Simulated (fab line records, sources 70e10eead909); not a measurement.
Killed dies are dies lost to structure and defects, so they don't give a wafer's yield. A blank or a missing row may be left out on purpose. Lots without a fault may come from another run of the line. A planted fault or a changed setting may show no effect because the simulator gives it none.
Which tool did it? | flow nand_harc | 11 lots, 33 wafers sampled, at 5 steps of a route of 1302

WHAT THE GAUGES READ, wafer by wafer
NHARC_A_ONON_D2_THK_MEAS_18: measures by ellipsometry.
lot  | measured     | on            | thk_nm (nm)
L911 | day 13 00:44 | film_metro-01 | 1026 1026 1028
L912 | day 13 05:45 | film_metro-01 | 994 995 993
L914 | day 13 15:49 | film_metro-01 | 1010 1008 1009
L916 | day 15 00:17 | film_metro-01 | 1001 1003 1001
L915 | day 15 00:17 | film_metro-02 | 1003 1002 1001
L918 | day 16 09:10 | film_metro-01 | 982 979 981
L927 | day 19 21:26 | film_metro-02 | 651 650 653 652 652 651
L930 | day 20 08:32 | film_metro-01 | 1020 1022 1021
L929 | day 20 08:32 | film_metro-02 | 635 634 634 636 634 634
L932 | day 21 18:22 | film_metro-02 | 988 987 987
L933 | day 22 15:55 | film_metro-01 | 988 988 989

WHICH TOOL RAN EACH LOT (tool, then ch and the chambers of the sampled wafers, then the start)
lot  | NHARC_A_CHANNEL_FILL_D1_STRIP_29              | NHARC_A_CHANNEL_FILL_D1_CMP_10 | NHARC_A_DECK1_JOINT_ETCHBACK_07  | NHARC_A_ONON_D2_DEP_16
L911 | rie_diel-07 ch 0,1,3, day 11 00:43 or earlier | cmp-04 ch 1,2,3, day 11 00:43  | rie_si-06 ch 1,3, day 11 01:09   | pecvd_onon-03 ch 0, day 13 00:16
L912 | rie_diel-04 ch 1,2,3, day 11 08:55 or earlier | cmp-04 ch 0,1,3, day 11 08:55  | rie_si-01 ch 0,2,3, day 11 09:23 | pecvd_onon-03 ch 0, day 13 05:15
L914 | rie_diel-07 ch 1,2, day 11 17:31 or earlier   | cmp-04 ch 0,2,3, day 11 17:31  | rie_si-05 ch 0,2, day 11 17:58   | pecvd_onon-02 ch 0, day 13 15:16
L916 | rie_diel-01 ch 0,1,2, day 13 01:52 or earlier | cmp-04 ch 0,1,2, day 13 01:52  | rie_si-06 ch 0,1,2, day 13 02:20 | pecvd_onon-03 ch 0, day 14 23:50
L915 | rie_diel-07 ch 0,1,3, day 13 01:52 or earlier | cmp-03 ch 0,1,3, day 13 01:52  | rie_si-01 ch 0,3, day 13 02:19   | pecvd_onon-02 ch 0, day 14 23:47
L918 | rie_diel-07 ch 0,1,2, day 14 08:03            | cmp-02 ch 0,1,2, day 14 13:49  | rie_si-01 ch 0,2,3, day 14 14:17 | pecvd_onon-03 ch 0, day 16 08:40
L927 | rie_diel-04 ch 0,2,3, day 18 04:28 or earlier | cmp-03 ch 0,3, day 18 04:28    | rie_si-06 ch 0,1,2, day 18 04:56 | pecvd_onon-03 ch 0, day 19 20:56
L930 | rie_diel-04 ch 1,3, day 18 14:22 or earlier   | cmp-03 ch 0,1,2, day 18 14:22  | rie_si-06 ch 0,1,2, day 18 14:52 | pecvd_onon-01 ch 0, day 20 08:02
L929 | rie_diel-01 ch 0,1, day 18 14:22 or earlier   | cmp-02 ch 0,2,3, day 18 14:22  | rie_si-05 ch 0,1,2, day 18 14:51 | pecvd_onon-03 ch 0, day 20 08:08
L932 | rie_diel-01 ch 1,2,3, day 19 21:05 or earlier | cmp-03 ch 0,2, day 19 21:05    | rie_si-06 ch 0,1,3, day 19 21:33 | pecvd_onon-01 ch 0, day 21 17:50
L933 | rie_diel-07 ch 0,1,2, day 20 07:47 or earlier | cmp-02 ch 0,1,2, day 20 07:47  | rie_si-05 ch 1,3, day 20 08:15   | pecvd_onon-02 ch 0, day 22 15:27
- NHARC_A_CHANNEL_FILL_D1_STRIP_29: strips in O2, time 20 s.
- NHARC_A_CHANNEL_FILL_D1_CMP_10: polishes, target thk 150 nm.
- NHARC_A_DECK1_JOINT_ETCHBACK_07: etches the open film in HBr, target depth 105 nm, time 26.9 s.
- NHARC_A_ONON_D2_DEP_16: target thk 1000 nm.

THE ANSWER, worked out from the rows above alone
Rule: what is usual is taken from the lots themselves. Put in order of their means at a reading, lots are off if they are a third of the lots or fewer, leave a main group of 4 or more, and stand apart from it by a gap of 3 or more times the standard deviation of the main group's means; of several such gaps the widest counts. A main group whose means are all the same, to the digits that the tables above print for the reading, isn't used. A lot without any number at a reading at which 4 lots or more have one is off too. The other lots that the step has rows for count as sound.
Off: L927, L929, at NHARC_A_ONON_D2_THK_MEAS_18 (thk_nm). The main group: mean 1001 nm, standard deviation 15.
A tool fits if, at a process step before that reading, it ran every lot that is off, and no sound lot after the first of them. The gauges at NHARC_A_ONON_D2_THK_MEAS_18 are tried like those tools. NHARC_A_CHANNEL_FILL_D1_STRIP_29 gives no start for some lots, so the hours and the order of its lots are those of NHARC_A_CHANNEL_FILL_D1_CMP_10. One fits: pecvd_onon-03 at NHARC_A_ONON_D2_DEP_16. Its last sound lot is L918 (day 16 08:40), its first lot that is off L927 (day 19 20:56): a fault that began between those two fits.

WHAT THE SIMULATOR HAD PUT IN
Process parameter drift: pecvd_onon-03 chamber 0, from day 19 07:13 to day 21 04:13, at NHARC_A_ONON_D2_DEP_16. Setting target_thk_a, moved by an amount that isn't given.
Lots struck among those shown: L927, L929. The rule above found the same.
